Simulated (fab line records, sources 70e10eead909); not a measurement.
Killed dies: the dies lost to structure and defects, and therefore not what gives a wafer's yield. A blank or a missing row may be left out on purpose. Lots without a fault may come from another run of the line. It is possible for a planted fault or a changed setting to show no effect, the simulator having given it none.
Which tool did it? | flow nand_harc | Sampling: 12 lots, 36 wafers, 5 of 1302 route steps

== WHAT EACH GAUGE READ, for each wafer ==
NHARC_END_SORT_01. Usual: killed_at_array 54, standard deviation 17; killed_at_other 0.7, standard deviation 1; killed_at_periphery 3.7, standard deviation 2.9; killed_dies 58, standard deviation 16; killed_open 3.2, standard deviation 1.9; killed_short 2.2, standard deviation 1.5.
lot  | measured     | on        | killed_at_array | killed_at_other | killed_at_periphery | killed_dies | killed_open | killed_short | flag
L144 | day 33 13:12 | prober-02 | 51 28 54        | 2 0 3           | 4 4 5               | 57 32 62    | 2 3 3       | 4 1 3        |

== WHICH TOOL RAN EACH LOT (tool, then ch and the chambers of the sampled wafers, then the start) ==
lot  | NHARC_A_CHANNEL_HOLE_D2_ETCH_21  | NHARC_A_CHANNEL_HOLE_D2_ETCH_23  | NHARC_A_CHANNEL_HOLE_D2_ETCH_25  | NHARC_A_CHANNEL_FILL_D2_ETCHBACK_08
L123 | har_etch-01 ch 0,1, day 14 06:39 | har_etch-01 ch 0,1, day 14 07:40 | har_etch-01 ch 0,1, day 14 09:08 | rie_diel-07 ch 1,3, day 16 05:22
L125 | har_etch-02 ch 0,1, day 14 10:04 | har_etch-02 ch 0,1, day 14 11:03 | har_etch-02 ch 0,1, day 14 12:31 | rie_diel-12 ch 0,1,2, day 16 09:17
L124 | har_etch-01 ch 0,1, day 14 10:55 | har_etch-01 ch 0,1, day 14 11:58 | har_etch-01 ch 0,1, day 14 13:27 | rie_diel-07 ch 1,2, day 16 09:20
L126 | har_etch-01 ch 0,1, day 15 12:10 | har_etch-01 ch 0,1, day 15 13:11 | har_etch-01 ch 0,1, day 15 14:38 | rie_diel-12 ch 1,2,3, day 17 10:49
L129 | har_etch-02 ch 0,1, day 16 06:10 | har_etch-02 ch 0,1, day 16 07:11 | har_etch-02 ch 0,1, day 16 08:39 | rie_diel-07 ch 1,2,3, day 18 07:07
L131 | har_etch-02 ch 0,1, day 16 13:05 | har_etch-02 ch 0,1, day 16 14:05 | har_etch-02 ch 0,1, day 16 15:34 | rie_diel-12 ch 0,2,3, day 18 14:37
L133 | har_etch-02 ch 0,1, day 18 04:41 | har_etch-02 ch 0,1, day 18 05:41 | har_etch-02 ch 0,1, day 18 07:08 | rie_diel-07 ch 0,1,3, day 20 01:42
L138 | har_etch-02 ch 0,1, day 20 04:59 | har_etch-02 ch 0,1, day 20 06:02 | har_etch-02 ch 0,1, day 20 07:32 | rie_diel-12 ch 0,1,3, day 22 03:24
L140 | har_etch-01 ch 0,1, day 20 18:36 | har_etch-01 ch 0,1, day 20 19:41 | har_etch-01 ch 0,1, day 20 21:13 | rie_diel-07 ch 0,1,2, day 22 20:41
L141 | har_etch-02 ch 0, day 21 07:04   | har_etch-02 ch 0, day 21 08:05   | har_etch-02 ch 0, day 21 09:32   | rie_diel-07 ch 1,3, day 23 08:46
L143 | har_etch-01 ch 0,1, day 21 23:37 | har_etch-01 ch 0,1, day 22 00:37 | har_etch-01 ch 0,1, day 22 02:04 | rie_diel-12 ch 1,3, day 24 00:35
L144 | har_etch-02 ch 0,1, day 22 13:49 | har_etch-02 ch 0,1, day 22 14:50 | har_etch-02 ch 0,1, day 22 16:18 | rie_diel-07 ch 1,2,3, day 24 15:25
- NHARC_A_CHANNEL_HOLE_D2_ETCH_21: etches the open film in C4F8/O2/Ar, time 514.3 s, target depth 1600 nm.
- NHARC_A_CHANNEL_HOLE_D2_ETCH_23: etches the open film in C4F8/O2/Ar, time 819 s, target depth 1600 nm.
- NHARC_A_CHANNEL_HOLE_D2_ETCH_25: etches the open film in C4F8/O2/Ar, time 1040.2 s, target depth 1500 nm.
- NHARC_A_CHANNEL_FILL_D2_ETCHBACK_08: etches the open film in C4F8, target depth 220 nm, time 110 s.

== AS READ BY THE TOOLS THEMSELVES (means over the sampled wafers that have a number; for cases with no such wafer, the mark the record gives instead) ==
NHARC_A_CHANNEL_HOLE_D2_ETCH_21. Usual: drypump_motor_current_A 5.3 A, standard deviation 0.44; showerhead_plenum_p_Torr 3.68 Torr, standard deviation 0.16; throttle_valve_pct 32.155 %, standard deviation 0.0092.
lot  | tool        | drypump_motor_current_A (A) | showerhead_plenum_p_Torr (Torr) | throttle_valve_pct (%) | flag
L123 | har_etch-01 | 5.4                         | 3.65                            | 32.149                 |
L125 | har_etch-02 | 5.0                         | 3.56                            | 32.151                 |
L124 | har_etch-01 | 5.4                         | 3.65                            | 32.157                 |
L126 | har_etch-01 | 5.7                         | 3.61                            | 32.147                 |
L129 | har_etch-02 | 5.2                         | 3.52                            | 32.156                 |
L131 | har_etch-02 | 5.0                         | 3.54                            | 32.155                 |
L133 | har_etch-02 | 5.0                         | 3.93                            | 32.155                 |
L138 | har_etch-02 | 5.2                         | 3.91                            | 32.151                 |
L140 | har_etch-01 | 5.7                         | 3.57                            | 32.151                 |
L141 | har_etch-02 | 4.9                         | 3.90                            | 32.159                 |
L143 | har_etch-01 | 5.7                         | 3.56                            | 32.152                 |
L144 | har_etch-02 | 5.2                         | 3.90                            | 32.156                 |

NHARC_A_CHANNEL_HOLE_D2_ETCH_23. Usual: drypump_motor_current_A 5.3 A, standard deviation 0.44; showerhead_plenum_p_Torr 3.68 Torr, standard deviation 0.16; throttle_valve_pct 32.153 %, standard deviation 0.0093.
lot  | tool        | drypump_motor_current_A (A) | showerhead_plenum_p_Torr (Torr) | throttle_valve_pct (%) | flag
L123 | har_etch-01 | 5.4                         | 3.65                            | 32.156                 |
L125 | har_etch-02 | 5.0                         | 3.56                            | 32.152                 |
L124 | har_etch-01 | 5.4                         | 3.65                            | 32.149                 |
L126 | har_etch-01 | 5.7                         | 3.61                            | 32.152                 |
L129 | har_etch-02 | 5.2                         | 3.52                            | 32.154                 |
L131 | har_etch-02 | 5.0                         | 3.54                            | 32.150                 |
L133 | har_etch-02 | 5.0                         | 3.93                            | 32.150                 |
L138 | har_etch-02 | 5.2                         | 3.91                            | 32.152                 |
L140 | har_etch-01 | 5.7                         | 3.57                            | 32.152                 |
L141 | har_etch-02 | 4.8                         | 3.90                            | 32.147                 |
L143 | har_etch-01 | 5.7                         | 3.56                            | 32.150                 |
L144 | har_etch-02 | 5.2                         | 3.90                            | 32.154                 |

NHARC_A_CHANNEL_HOLE_D2_ETCH_25. Usual: drypump_motor_current_A 5.3 A, standard deviation 0.44; showerhead_plenum_p_Torr 3.68 Torr, standard deviation 0.16; throttle_valve_pct 32.235 %, standard deviation 0.0093.
lot  | tool        | drypump_motor_current_A (A) | showerhead_plenum_p_Torr (Torr) | throttle_valve_pct (%) | flag
L123 | har_etch-01 | 5.4                         | 3.65                            | 32.226                 |
L125 | har_etch-02 | 5.0                         | 3.55                            | 32.233                 |
L124 | har_etch-01 | 5.4                         | 3.65                            | 32.225                 |
L126 | har_etch-01 | 5.7                         | 3.61                            | 32.240                 |
L129 | har_etch-02 | 5.2                         | 3.52                            | 32.233                 |
L131 | har_etch-02 | 5.0                         | 3.54                            | 32.235                 |
L133 | har_etch-02 | 5.0                         | 3.92                            | 32.235                 |
L138 | har_etch-02 | 5.2                         | 3.91                            | 32.234                 |
L140 | har_etch-01 | 5.7                         | 3.56                            | 32.225                 |
L141 | har_etch-02 | 4.8                         | 3.90                            | 32.243                 |
L143 | har_etch-01 | 5.7                         | 3.55                            | 32.229                 |
L144 | har_etch-02 | 5.2                         | 3.89                            | 32.234                 |

NHARC_A_CHANNEL_FILL_D2_ETCHBACK_08. Usual: oes_product_au 0.96 a.u., standard deviation 0.039; rf_vpp_V 442.2 V, standard deviation 2.8.
lot  | tool        | oes_product_au (a.u.) | rf_vpp_V (V) | flag
L123 | rie_diel-07 | 0.93                  | 443.5        |
L125 | rie_diel-12 | 0.94                  | 441.7        |
L124 | rie_diel-07 | 1.01                  | 442.7        |
L126 | rie_diel-12 | 1.01                  | 442.1        |
L129 | rie_diel-07 | 0.93                  | 444.2        |
L131 | rie_diel-12 | 0.99                  | 440.3        |
L133 | rie_diel-07 | 1.08                  | 444.1        | OFF
L138 | rie_diel-12 | 0.93                  | 440.8        |
L140 | rie_diel-07 | 0.98                  | 443.6        |
L141 | rie_diel-07 | 0.93                  | 445.1        |
L143 | rie_diel-12 | 0.92                  | 442.3        |
L144 | rie_diel-07 | 0.92                  | 443.5        |

== THE ANSWER, worked out from the rows above alone ==
Rule: a lot counts as off when the mean over its wafers that have a number is more than 3 standard deviations away from the usual mean. A lot without any number at a reading at which 4 lots or more have one is off too. Where the step has rows for the other lots, those lots are counted as sound. After the gauges, taken in route order, come the tools' own readings; for these a lot's mean is taken, as printed above. The first step at which some lot is off is used, and at that step the reading that is off furthest; a lot without a number counts as furthest.
Off: L133, at NHARC_A_CHANNEL_FILL_D2_ETCHBACK_08 (oes_product_au).
A tool fits if, at that step or a process step before it, it ran every lot that is off, and no sound lot after the first of them. Of those tried, none fits.

== WHAT THE SIMULATOR HAD PUT IN ==
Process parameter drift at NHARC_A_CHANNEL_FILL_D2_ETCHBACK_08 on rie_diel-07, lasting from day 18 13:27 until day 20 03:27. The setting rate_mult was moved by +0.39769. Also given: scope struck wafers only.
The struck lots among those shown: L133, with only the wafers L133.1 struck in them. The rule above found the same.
